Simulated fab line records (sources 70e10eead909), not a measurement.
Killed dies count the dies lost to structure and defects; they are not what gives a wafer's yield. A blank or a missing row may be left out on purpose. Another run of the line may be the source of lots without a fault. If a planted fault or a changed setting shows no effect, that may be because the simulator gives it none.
2 desks looking at one fault + flow nand-harc + what lay behind the numbers comes last; until then each desk has only its own

## METROLOGY DESK
Means of the sampled wafers that have a number, per lot and without regard to the tool the lot ran on: this is what the gauges read. The brackets show how far a lot's mean lies from the usual mean; more than 4 standard deviations puts the lot out of limits, marked OUT.
Columns: A = cd-nm at NHARC_P_ZERO_WELL_CD_MEAS_24, usual 719.2 nm; B = overlay-x-nm at NHARC_P_STI_OVL_MEAS_10, usual 0 nm; C = overlay-y-nm at NHARC_P_STI_OVL_MEAS_10, usual 1 nm
| lot  | first seen here | A     | B   | C   |
|------|-----------------|-------|-----|-----|
| L349 | day 1 22:50     | 718.9 | 10  | -4  |
| L350 | day 2 10:02     | 722.2 | -13 | -1  |
| L352 | day 3 04:38     | 718.9 | -7  | 9   |
| L353 | day 3 14:37     | 722.4 | 9   | -10 |
| L355 | day 4 10:34     | 717.2 | -3  | 0   |
| L356 | day 4 20:37     | 718.5 | -1  | 4   |
| L358 | day 5 16:34     | 719.7 | 10  | -0  |
| L359 | day 6 02:28     | 720.1 | 2   | 5   |
| L360 | day 6 12:20     | 720.2 | -5  | 15  |
| L362 | day 7 08:28     | 719.6 | 1   | 2   |
| L363 | day 7 18:35     | 717.3 | -5  | 4   |
| L367 | day 9 10:30     | 718.6 | 2   | 2   |
Result from this desk: across the 12 lots, nothing is out of limits.

## THE DEFECT DESK
Per lot, the means of the sampled wafers with a number show what the inspections along the route counted. The brackets show how far a lot's mean lies from the usual mean; more than 4 standard deviations puts the lot out of limits, marked OUT.
Columns: A = raw-defect-count at NHARC_P_ZERO_WELL_INSPECT_43, usual 12
| lot  | first seen here | A             |
|------|-----------------|---------------|
| L349 | day 2 03:55     | 11            |
| L350 | day 2 15:07     | 12            |
| L352 | day 3 09:38     | 14            |
| L353 | day 3 20:49     | 8             |
| L355 | day 4 15:41     | 15            |
| L356 | day 5 01:35     | 8             |
| L358 | day 5 21:33     | 14            |
| L359 | day 6 07:28     | 14            |
| L360 | day 6 17:18     | 17            |
| L362 | day 7 15:14     | 13            |
| L363 | day 7 23:35     | 391 (+76) OUT |
| L367 | day 9 15:44     | 15            |
Finding of this desk: L363 out of limits; the first was L363 at day 7 23:35, on raw-defect-count at NHARC_P_ZERO_WELL_INSPECT_43. L349, L350, L352, L353, L355, L356, L358, L359, L360, L362, L367 stayed within limits.

## TAKEN TOGETHER
The defect desk could have raised an alarm at day 7 23:35, on L363.
At the metrology desk, nothing out of limits was observed.
The metrology desk has L363 on record, within its limits.
NHARC_P_ZERO_WELL_STRIP_28 was run on wet-bench-03 by each of the lots named.

## WHAT THE SIMULATOR PUT IN
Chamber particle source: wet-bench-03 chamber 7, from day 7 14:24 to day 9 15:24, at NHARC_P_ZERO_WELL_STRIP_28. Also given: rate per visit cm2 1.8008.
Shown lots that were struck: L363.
Hours from the fault's start to each desk's first reading out of limits: the defect desk, 9.
